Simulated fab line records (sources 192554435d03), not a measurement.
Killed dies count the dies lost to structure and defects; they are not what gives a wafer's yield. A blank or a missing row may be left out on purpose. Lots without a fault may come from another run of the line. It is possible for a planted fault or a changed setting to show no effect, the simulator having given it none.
Which tool is to blame? ; flow n5-finfet ; 24 lots, 72 wafers sampled, at 5 steps of a route of 1938

WHAT THE GAUGES SHOWED, per wafer
N5_BEOL_M14_CD_MEAS_10: the cd target is 250 nm.
lot;measured;on;cd-nm (nm)
L074;day 11 10:54;cd-sem-02;252.7 250.4 249.5
L076;day 11 16:39;cd-sem-02;250.0 247.5 251.0
L075;day 11 17:03;cd-sem-02;249.9 249.6 248.4
L077;day 12 00:04;cd-sem-03;248.3 248.6 253.0
L078;day 12 13:25;cd-sem-01;252.5 248.8 249.2
L079;day 12 15:48;cd-sem-01;252.0 252.8 249.5
L081;day 13 05:07;cd-sem-03;245.1 245.8 244.0
L080;day 13 10:45;cd-sem-01;249.2 247.7 246.6
L082;day 13 16:49;cd-sem-03;248.2 246.6 245.3
L083;day 14 00:32;cd-sem-01;249.2 250.7 250.3
L084;day 14 01:22;cd-sem-01;248.7 248.5 246.9
L085;day 14 03:42;cd-sem-01;250.7 250.0 249.7
L086;day 14 12:53;cd-sem-02;247.3 245.7 247.7
L087;day 14 22:31;cd-sem-02;249.2 247.9 248.7
L089;day 15 06:52;cd-sem-03;252.2 253.5 251.2
L091;day 15 13:19;cd-sem-03;248.7 249.9 254.2
L090;day 15 13:34;cd-sem-01;246.6 248.7 250.8
L088;day 16 05:04;cd-sem-01;249.8 251.2 251.1
L092;day 16 08:55;cd-sem-01;249.2 250.9 249.9
L095;day 16 09:28;cd-sem-01;247.5 250.2 246.6
L094;day 16 18:20;cd-sem-01;251.1 251.4 251.7
L093;day 17 09:18;cd-sem-01;250.7 249.1 246.9
L096;day 17 16:43;cd-sem-02;249.2 250.7 250.8
L097;day 18 06:34;cd-sem-02;251.3 250.9 247.7

WHICH TOOL RAN EACH LOT (tool, then ch and the chambers of the sampled wafers, then the start)
lot;N5_BEOL_M12_ETCH_68;N5_BEOL_M12_STRIP_37;N5_BEOL_M13_TRENCH_ETCH_34;N5_BEOL_M13_SPUTTER_43
L074;rie-diel-06 ch 1,2, day 11 02:31;plasma-asher-01 ch 0,1, day 11 02:53;rie-diel-05 ch 0,2, day 11 07:22;pvd-sputter-01, day 11 08:50
L076;rie-diel-02 ch 0,2, day 11 08:07;plasma-asher-02 ch 0,1, day 11 08:29;rie-diel-05 ch 0,2,3, day 11 13:11;pvd-sputter-02, day 11 14:56
L075;rie-diel-02 ch 0,2,3, day 11 08:38;plasma-asher-01 ch 0,1, day 11 09:01;rie-diel-03 ch 1,2,3, day 11 13:17;pvd-sputter-02, day 11 15:20
L077;rie-diel-06 ch 1,2,3, day 11 12:31;plasma-asher-01 ch 0,1, day 11 12:53;rie-diel-03 ch 0,1,3, day 11 21:08;pvd-sputter-03, day 11 22:20
L078;rie-diel-01 ch 0,1, day 11 23:11;plasma-asher-01 ch 0,1, day 11 23:34;rie-diel-04 ch 0,1,3, day 12 05:51;pvd-sputter-03, day 12 11:34
L079;rie-diel-02 ch 1,2, day 12 08:02;plasma-asher-02 ch 0,1, day 12 08:25;rie-diel-05 ch 0,1, day 12 13:24;pvd-sputter-03, day 12 14:04
L081;rie-diel-06 ch 0,2, day 12 16:36;plasma-asher-01 ch 0,1, day 12 16:59;rie-diel-04 ch 1,2, day 13 00:43;pvd-sputter-03, day 13 03:24
L080;rie-diel-01 ch 1,2,3, day 12 21:46;plasma-asher-02 ch 0,1, day 12 22:08;rie-diel-05 ch 0,1,3, day 13 04:16;pvd-sputter-03, day 13 08:59
L082;rie-diel-06 ch 0,2,3, day 13 03:40;plasma-asher-02 ch 0,1, day 13 04:02;rie-diel-03 ch 0,1,3, day 13 13:26;pvd-sputter-01, day 13 14:32
L083;rie-diel-01 ch 1,2,3, day 13 13:18;plasma-asher-01 ch 0,1, day 13 13:40;rie-diel-04 ch 1,2, day 13 20:38;pvd-sputter-01, day 13 22:38
L084;rie-diel-02 ch 1,2, day 13 17:45;plasma-asher-01 ch 0,1, day 13 18:08;rie-diel-05 ch 2,3, day 13 22:41;pvd-sputter-01, day 13 23:31
L085;rie-diel-01 ch 1,2, day 13 18:28;plasma-asher-01 ch 1, day 13 18:50;rie-diel-05 ch 2,3, day 13 23:35;pvd-sputter-02, day 14 01:51
L086;rie-diel-06 ch 0,1,3, day 14 04:57;plasma-asher-02 ch 0,1, day 14 05:20;rie-diel-05 ch 0,1,3, day 14 09:41;pvd-sputter-01, day 14 11:04
L087;rie-diel-02 ch 1,2,3, day 14 09:52;plasma-asher-01 ch 0,1, day 14 10:14;rie-diel-04 ch 2,3, day 14 16:26;pvd-sputter-02, day 14 19:38
L089;rie-diel-02 ch 0,2, day 14 23:01;plasma-asher-01 ch 0,1, day 14 23:23;rie-diel-03 ch 0,1,2, day 15 03:34;pvd-sputter-03, day 15 05:01
L091;rie-diel-01 ch 0,1,3, day 15 03:19;plasma-asher-02 ch 0,1, day 15 03:41;rie-diel-05 ch 2,3, day 15 09:42;pvd-sputter-03, day 15 11:14
L090;rie-diel-06 ch 1,2,3, day 15 04:43;plasma-asher-01 ch 0,1, day 15 05:05;rie-diel-05 ch 0,2,3, day 15 10:15;pvd-sputter-02, day 15 11:18
L088;rie-diel-01 ch 1,2,3, day 15 14:20;plasma-asher-01 ch 1, day 15 14:42;rie-diel-04 ch 0,1, day 15 21:11;pvd-sputter-03, day 16 03:13
L092;rie-diel-06 ch 0,2,3, day 15 19:08;plasma-asher-02 ch 0,1, day 15 19:31;rie-diel-04 ch 0,1,3, day 16 05:35;pvd-sputter-03, day 16 06:49
L095;rie-diel-02 ch 2,3, day 15 21:04;plasma-asher-02 ch 0,1, day 15 21:27;rie-diel-03 ch 0,1,2, day 16 06:11;pvd-sputter-03, day 16 07:10
L094;rie-diel-06 ch 0,1,3, day 16 09:35;plasma-asher-01 ch 0,1, day 16 09:58;rie-diel-04 ch 1,3, day 16 14:52;pvd-sputter-01, day 16 15:50
L093;rie-diel-06 ch 0,1,3, day 17 01:37;plasma-asher-01 ch 0, day 17 01:59;rie-diel-04 ch 1,3, day 17 06:33;pvd-sputter-02, day 17 07:34
L096;rie-diel-01 ch 0,3, day 17 07:08;plasma-asher-02 ch 0,1, day 17 07:31;rie-diel-04 ch 1,2,3, day 17 12:04;pvd-sputter-03, day 17 14:41
L097;rie-diel-06 ch 0,1, day 17 22:07;plasma-asher-02 ch 0,1, day 17 22:29;rie-diel-03 ch 0,2,3, day 18 02:32;pvd-sputter-02, day 18 04:38
- N5_BEOL_M12_ETCH_68: etches SOC in N2/H2, time 285 s.
- N5_BEOL_M12_STRIP_37: strips in N2/H2.
- N5_BEOL_M13_TRENCH_ETCH_34: etches SiOC in C4F8/O2/Ar, target depth 413.47 nm, time 162.6 s.
- N5_BEOL_M13_SPUTTER_43: material TaN, target thk 15 nm, time 24.19 s.

AS READ BY THE TOOLS THEMSELVES (means over the sampled wafers that have a number; for cases with no such wafer, the mark the record gives instead)
N5_BEOL_M12_ETCH_68.
lot;tool;drypump-motor-current-A (A);oes-product-au (a.u.);rf-vpp-V (V);showerhead-plenum-p-Torr (Torr);throttle-valve-pct (%)
L074;rie-diel-06;5.3;0.81;525.0;2.57;17.84
L076;rie-diel-02;5.5;0.83;525.6;2.61;17.79
L075;rie-diel-02;5.9;0.75;522.4;2.52;17.82
L077;rie-diel-06;5.2;0.83;523.2;2.53;17.65
L078;rie-diel-01;6.5;0.85;523.7;2.50;17.78
L079;rie-diel-02;5.4;0.91;528.5;2.71;17.60
L081;rie-diel-06;5.5;0.84;525.9;2.62;17.90
L080;rie-diel-01;6.0;0.88;522.7;2.48;17.62
L082;rie-diel-06;5.4;0.84;525.2;2.58;17.73
L083;rie-diel-01;6.0;0.87;522.7;2.48;17.65
L084;rie-diel-02;5.4;0.87;527.5;2.70;17.62
L085;rie-diel-01;6.2;0.87;522.6;2.48;17.67
L086;rie-diel-06;5.3;0.82;524.1;2.57;17.59
L087;rie-diel-02;5.8;0.91;528.5;2.71;17.51
L089;rie-diel-02;5.5;0.79;525.8;2.59;17.84
L091;rie-diel-01;6.2;0.81;522.1;2.49;17.79
L090;rie-diel-06;5.2;0.79;523.6;2.52;17.70
L088;rie-diel-01;6.0;0.85;521.8;2.47;17.66
L092;rie-diel-06;5.4;0.83;524.4;2.58;17.76
L095;rie-diel-02;6.1;0.90;528.6;2.72;17.53
L094;rie-diel-06;5.2;0.80;525.0;2.56;17.63
L093;rie-diel-06;5.2;0.79;524.4;2.56;17.64
L096;rie-diel-01;6.1;0.78;522.0;2.48;17.80
L097;rie-diel-06;5.3;0.80;526.4;2.63;17.74

N5_BEOL_M12_STRIP_37.
lot;tool;drypump-motor-current-A (A);heater-power-w (W);oes-product-au (a.u.)
L074;plasma-asher-01;5.6;322;0.798
L076;plasma-asher-02;6.3;343;0.791
L075;plasma-asher-01;5.3;353;0.779
L077;plasma-asher-01;5.3;351;0.788
L078;plasma-asher-01;5.5;324;0.786
L079;plasma-asher-02;6.1;369;0.789
L081;plasma-asher-01;5.6;329;0.789
L080;plasma-asher-02;6.3;342;0.780
L082;plasma-asher-02;6.1;366;0.785
L083;plasma-asher-01;5.3;349;0.782
L084;plasma-asher-01;5.3;354;0.773
L085;plasma-asher-01;5.0;385;0.787
L086;plasma-asher-02;6.1;368;0.797
L087;plasma-asher-01;5.3;353;0.795
L089;plasma-asher-01;5.6;326;0.789
L091;plasma-asher-02;6.1;360;0.776
L090;plasma-asher-01;5.6;321;0.789
L088;plasma-asher-01;5.0;382;0.791
L092;plasma-asher-02;6.3;343;0.788
L095;plasma-asher-02;6.3;341;0.792
L094;plasma-asher-01;5.6;327;0.791
L093;plasma-asher-01;5.9;294;0.790
L096;plasma-asher-02;6.3;350;0.794
L097;plasma-asher-02;6.3;345;0.791

N5_BEOL_M13_TRENCH_ETCH_34.
lot;tool;drypump-motor-current-A (A);oes-product-au (a.u.);rf-vpp-V (V);showerhead-plenum-p-Torr (Torr);throttle-valve-pct (%)
L074;rie-diel-05;5.6;0.72;667.3;3.47;24.22
L076;rie-diel-05;5.6;0.72;665.4;3.43;24.21
L075;rie-diel-03;5.3;0.82;668.1;3.48;24.24
L077;rie-diel-03;5.4;0.77;666.2;3.42;24.35
L078;rie-diel-04;5.6;0.81;664.6;3.39;24.32
L079;rie-diel-05;5.7;0.69;664.7;3.41;24.22
L081;rie-diel-04;5.9;0.82;668.0;3.49;24.30
L080;rie-diel-05;5.8;0.70;665.7;3.41;24.24
L082;rie-diel-03;5.4;0.76;665.7;3.42;24.37
L083;rie-diel-04;6.2;0.87;668.9;3.56;24.10
L084;rie-diel-05;5.6;0.70;666.1;3.38;24.19
L085;rie-diel-05;5.7;0.70;664.7;3.38;24.20
L086;rie-diel-05;5.8;0.70;666.0;3.40;24.25
L087;rie-diel-04;6.0;0.92;669.1;3.55;23.97
L089;rie-diel-03;5.2;0.81;665.0;3.40;24.16
L091;rie-diel-05;5.6;0.70;664.8;3.37;24.23
L090;rie-diel-05;5.6;0.69;665.8;3.41;24.23
L088;rie-diel-04;6.0;0.71;665.1;3.39;24.42
L092;rie-diel-04;5.5;0.77;664.3;3.38;24.35
L095;rie-diel-03;5.2;0.80;664.8;3.39;24.16
L094;rie-diel-04;5.2;0.84;663.8;3.37;24.28
L093;rie-diel-04;5.4;0.78;665.0;3.38;24.43
L096;rie-diel-04;5.7;0.83;666.6;3.45;24.20
L097;rie-diel-03;5.4;0.78;665.3;3.43;24.28

N5_BEOL_M13_SPUTTER_43.
lot;tool;substrate-temp-c (C);throttle-valve-pct (%)
L074;pvd-sputter-01;50.05;31.3
L076;pvd-sputter-02;50.02;28.8
L075;pvd-sputter-02;50.06;29.1
L077;pvd-sputter-03;50.05;30.3
L078;pvd-sputter-03;49.90;31.1
L079;pvd-sputter-03;49.99;29.5
L081;pvd-sputter-03;50.06;30.4
L080;pvd-sputter-03;49.91;31.1
L082;pvd-sputter-01;49.93;30.8
L083;pvd-sputter-01;50.01;31.2
L084;pvd-sputter-01;49.98;30.2
L085;pvd-sputter-02;50.04;29.0
L086;pvd-sputter-01;50.08;30.9
L087;pvd-sputter-02;49.92;29.4
L089;pvd-sputter-03;49.98;30.5
L091;pvd-sputter-03;49.96;31.4
L090;pvd-sputter-02;50.04;29.0
L088;pvd-sputter-03;50.05;30.3
L092;pvd-sputter-03;49.97;30.1
L095;pvd-sputter-03;49.94;30.2
L094;pvd-sputter-01;50.07;31.1
L093;pvd-sputter-02;49.78;29.4
L096;pvd-sputter-03;50.02;30.0
L097;pvd-sputter-02;49.99;29.1

THE ANSWER, worked out from the rows above alone
Rule: usual is defined by the lots themselves. The widest of any qualifying gaps counts: lots, ordered by their means at a reading, are off when they make up no more than a third of the lots, leave a main group of 4 or more, and stand apart from it by 3 or more times the standard deviation of that group's means. The tables above print the reading to a certain number of digits; a main group whose means all agree to those digits is not used. A lot without any number at a reading at which 4 lots or more have one is off too. All remaining lots with rows at the step are treated as sound. Order of review: gauges by route order, followed by the tools' own readings, for which a lot's mean as printed above is used. The first step at which some lot is off is used, and at that step the reading that is off furthest; a lot without a number counts as furthest.
Across all readings shown, no lot is off: no conclusion can be drawn from this.

WHAT HAD BEEN PUT IN BY THE SIMULATOR
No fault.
